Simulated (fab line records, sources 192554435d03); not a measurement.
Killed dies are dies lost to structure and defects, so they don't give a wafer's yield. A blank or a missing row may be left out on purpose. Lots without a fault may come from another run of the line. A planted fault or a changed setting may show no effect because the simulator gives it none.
Split-lot experiment | flow n5_finfet | 7 lots, 39 wafers read, on a route of 1938 steps

THE SPLIT
At N5_BEOL_M9_VIA_ETCH_34 (etches SiCOH lowk in C4F6/O2, target depth 182.4 nm, time 68.4 s), the setting target_depth_a was moved away from the recipe's 1824 angstrom on 12 of the 39 wafers read, by -50.3% to +56.2%. The other wafers ran this setting at the recipe's value.

The reading is taken at the split's own step.

THE READING
SOC_of_BEOL_M9_COAT_63.thk_nm (the simulator's own value, which no gauge read), in nm, at N5_BEOL_M9_VIA_ETCH_34 (etches SiCOH lowk in C4F6/O2, target depth 182.4 nm, time 68.4 s). The file gives no usual value for it. The 27 wafers here that ran the recipe average 51.0 nm, standard deviation 0.27 nm.

wafer  | tool, chamber at the split | target_depth_a as run, angstrom | against the recipe | SOC_of_BEOL_M9_COAT_63.thk_nm, nm | against lot-mates on the recipe
L076.1 | rie_diel-06, 0             | 1824                            | recipe             | 50.8                              | -
L076.2 | rie_diel-06, 2             | 1015                            | -44.4%             | 55.2                              | +4.3
L076.3 | rie_diel-06, 1             | 1015                            | -44.4%             | 55.2                              | +4.3
L076.4 | rie_diel-06, 3             | 1015                            | -44.4%             | 54.8                              | +3.9
L076.5 | rie_diel-06, 1             | 1824                            | recipe             | 50.8                              | -
L076.6 | rie_diel-06, 2             | 1824                            | recipe             | 51.2                              | -
L079.1 | rie_diel-01, 0             | 1824                            | recipe             | 51                                | -
L079.2 | rie_diel-01, 2             | 1824                            | recipe             | 50.6                              | -
L079.3 | rie_diel-01, 1             | 1824                            | recipe             | 51                                | -
L079.4 | rie_diel-01, 3             | 1824                            | recipe             | 51.2                              | -
L079.5 | rie_diel-01, 1             | 1824                            | recipe             | 51                                | -
L079.6 | rie_diel-01, 0             | 1824                            | recipe             | 51                                | -
L078.1 | rie_diel-06, 1             | 1824                            | recipe             | 51                                | -
L078.2 | rie_diel-06, 2             | 1824                            | recipe             | 51.2                              | -
L078.5 | rie_diel-06, 0             | 1824                            | recipe             | 50.8                              | -
L084.1 | rie_diel-02, 3             | 1824                            | recipe             | 50.8                              | -
L084.2 | rie_diel-02, 2             | 1824                            | recipe             | 51                                | -
L084.3 | rie_diel-02, 1             | 1824                            | recipe             | 50.6                              | -
L084.4 | rie_diel-02, 0             | 1824                            | recipe             | 51.2                              | -
L084.5 | rie_diel-02, 3             | 1824                            | recipe             | 50.8                              | -
L084.6 | rie_diel-02, 0             | 1824                            | recipe             | 51                                | -
L091.1 | rie_diel-06, 2             | 1824                            | recipe             | 51.6                              | -
L091.2 | rie_diel-06, 0             | 2850                            | +56.2%             | 45.8                              | -5.5
L091.3 | rie_diel-06, 1             | 1824                            | recipe             | 50.6                              | -
L091.4 | rie_diel-06, 3             | 2850                            | +56.2%             | 45.8                              | -5.5
L091.5 | rie_diel-06, 2             | 1824                            | recipe             | 51.6                              | -
L091.6 | rie_diel-06, 1             | 2850                            | +56.2%             | 45.2                              | -6.1
L089.1 | rie_diel-02, 2             | 1148                            | -37.1%             | 54.4                              | +3.4
L089.2 | rie_diel-02, 0             | 1824                            | recipe             | 51.2                              | -
L089.3 | rie_diel-02, 3             | 1148                            | -37.1%             | 54.2                              | +3.2
L089.4 | rie_diel-02, 1             | 1824                            | recipe             | 50.8                              | -
L089.5 | rie_diel-02, 0             | 1148                            | -37.1%             | 54.4                              | +3.4
L089.6 | rie_diel-02, 3             | 1824                            | recipe             | 51                                | -
L095.1 | rie_diel-06, 3             | 905.7                           | -50.3%             | 55.8                              | +4.5
L095.2 | rie_diel-06, 1             | 905.7                           | -50.3%             | 55.6                              | +4.3
L095.3 | rie_diel-06, 2             | 1824                            | recipe             | 51.6                              | -
L095.4 | rie_diel-06, 0             | 1824                            | recipe             | 51.2                              | -
L095.5 | rie_diel-06, 2             | 905.7                           | -50.3%             | 55.8                              | +4.5
L095.6 | rie_diel-06, 3             | 1824                            | recipe             | 51                                | -

THE FIT
A straight line over all 39 wafers: SOC_of_BEOL_M9_COAT_63.thk_nm changes by -0.0937 nm for each +1% of target_depth_a; r = -0.99; the points scatter about the line by 0.26 nm.
The same after taking each lot's own level away (the mean of its wafers on the recipe; 39 wafers): -0.0947 nm for each +1%; r = -0.99; scatter 0.26 nm.
On that fit, the largest move of target_depth_a shifts the reading by 5.3 nm.
The lots' own levels span 50.90 to 51.27 nm, that is 1.3 times the standard deviation above.
So the lot-to-lot level changes the slope little: the two slopes agree.
Check: with one of the wafers moved furthest among these (+56.2%) left out of the fit, the line predicts -5.38 nm for it against its lot-mates. It came out at -5.47 nm against them.

OTHER SPLITS ON THESE WAFERS
These wafers also went through other splits before the reading. Each is held against what the fit with the lots' levels taken away leaves over:
other split on the same wafers  | wafers away from the commonest value | r with SOC_of_BEOL_M9_COAT_63.thk_nm (lot level and that fit taken away)
N5_BEOL_M0_SAQP_PECVD_96 time_s | 18                                   | -0.08
N5_BEOL_M6_ETCH_41 time_s       | 12                                   | -0.15
N5_BEOL_M9_ETCH_62 time_s       | 12                                   | +0.16

THE WHOLE CHAIN: every reading that the file lists as answering this split, in the file's order
step                   | what it does                                                     | reading                                                                        | change (the file's fit)                | r (the file's)
N5_BEOL_M9_VIA_ETCH_34 | etches SiCOH lowk in C4F6/O2, target depth 182.4 nm, time 68.4 s | etch.depth_nm (the simulator's own value, which no gauge read)                 | +1.83 nm for each +1% of the setting   | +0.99
N5_BEOL_M9_VIA_ETCH_34 | etches SiCOH lowk in C4F6/O2, target depth 182.4 nm, time 68.4 s | SOC_of_BEOL_M9_COAT_63.thk_nm (the simulator's own value, which no gauge read) | -0.0941 nm for each +1% of the setting | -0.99

THE FILE'S OWN FIT
SOC_of_BEOL_M9_COAT_63.thk_nm changes by -0.0941 nm for each +1% of target_depth_a, r = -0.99.
